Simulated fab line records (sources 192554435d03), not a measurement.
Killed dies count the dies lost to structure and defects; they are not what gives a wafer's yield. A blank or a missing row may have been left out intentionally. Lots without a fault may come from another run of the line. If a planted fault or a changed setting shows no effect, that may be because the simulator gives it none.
Lot-split experiment	flow n5_finfet	on a route of 1938 steps: 7 lots, 21 wafers read

## ON THE SPLIT
At N5_MOL_CONTACT_COAG_VIA_ETCH_117 (etches SiO2 in C4F6/O2, target depth 40 nm, overetch 8 nm, time 26 s), the setting bias_w was moved away from the recipe's 455 W on 11 of the 21 wafers read, by -17.8% to +16.6%. For the rest of the wafers, this setting stayed at what the recipe calls for.

The split's own step is where the reading is taken.

## THE READING
rf_vpp_V, in V, at N5_MOL_CONTACT_COAG_VIA_ETCH_117 (etches SiO2 in C4F6/O2, target depth 40 nm, overetch 8 nm, time 26 s). On this fab line, fault-free wafers typically give 1598 V with a standard deviation of 17 V.

wafer	tool, chamber at the split	bias_w as run, W	against the recipe	rf_vpp_V, V	against lot-mates on the recipe
L075.1	rie_diel-05, 1	455	recipe	1627	-
L075.2	rie_diel-05, 3	455	recipe	1599	-
L075.4	rie_diel-05, 2	455	recipe	1573	-
L079.3	rie_diel-02, 0	455	recipe	1600	-
L079.4	rie_diel-02, 1	488.3	+7.3%	1683	+83
L079.5	rie_diel-02, 1	488.3	+7.3%	1684	+84
L086.2	rie_diel-05, 1	508.5	+11.8%	1765	+176
L086.4	rie_diel-05, 2	455	recipe	1599	-
L086.6	rie_diel-05, 0	455	recipe	1580	-
L087.3	rie_diel-05, 1	528.9	+16.2%	1817	+220
L087.5	rie_diel-05, 3	528.9	+16.2%	1784	+187
L087.6	rie_diel-05, 2	455	recipe	1597	-
L091.2	rie_diel-06, 1	530.6	+16.6%	1803	+190
L091.3	rie_diel-06, 3	530.6	+16.6%	1806	+193
L091.4	rie_diel-06, 3	455	recipe	1613	-
L095.1	rie_diel-05, 0	414.5	-8.9%	1473	-150
L095.4	rie_diel-05, 1	455	recipe	1623	-
L095.5	rie_diel-05, 0	414.5	-8.9%	1471	-152
L096.3	rie_diel-05, 3	373.9	-17.8%	1378	-247
L096.4	rie_diel-05, 1	455	recipe	1625	-
L096.5	rie_diel-05, 0	373.9	-17.8%	1363	-262

FIT RESULTS
A straight line over all 21 wafers: rf_vpp_V changes by +12.7 V for each +1% of bias_w; r = +0.99; the points scatter about the line by 16 V.
The same after taking each lot's own level away (the mean of its wafers on the recipe; 21 wafers): +13.4 V for each +1%; r = +0.99; scatter 18 V.
That fit puts the effect of the largest move of bias_w on the reading at 2.4e+02 V.
The span of the lots' own levels, 1589.5 to 1625.0 V, comes to 2.1 times the standard deviation stated above.
The two slopes agree, so the slope changes little with the lot-to-lot level.
Check: with one of the wafers moved furthest among these (-17.8%) left out of the fit, the line predicts -248 V for it against its lot-mates. It came out at -247 V against them.
Tool readings at the split's step, against how far the setting was moved: rf_vpp_V r = +0.99.

## OTHER SPLITS ON THESE WAFERS
Note: prior to the reading, these wafers also went through further splits. Each is held against what the fit with the lots' levels taken away leaves over:
other split on the same wafers	wafers away from the commonest value	r with rf_vpp_V (lot level and that fit taken away)
N5_GATE_CUT_EXPOSE_10 dose_mj	5	+0.24
N5_GATE_CUT_ETCH_36 cf4_flow_sccm	8	-0.07
N5_MOL_CONTACT_COAG_ETCH_15 source_w	7	+0.03

## FILE'S OWN FIT
rf_vpp_V changes by +13.3 V for each +1% of bias_w, r = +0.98.
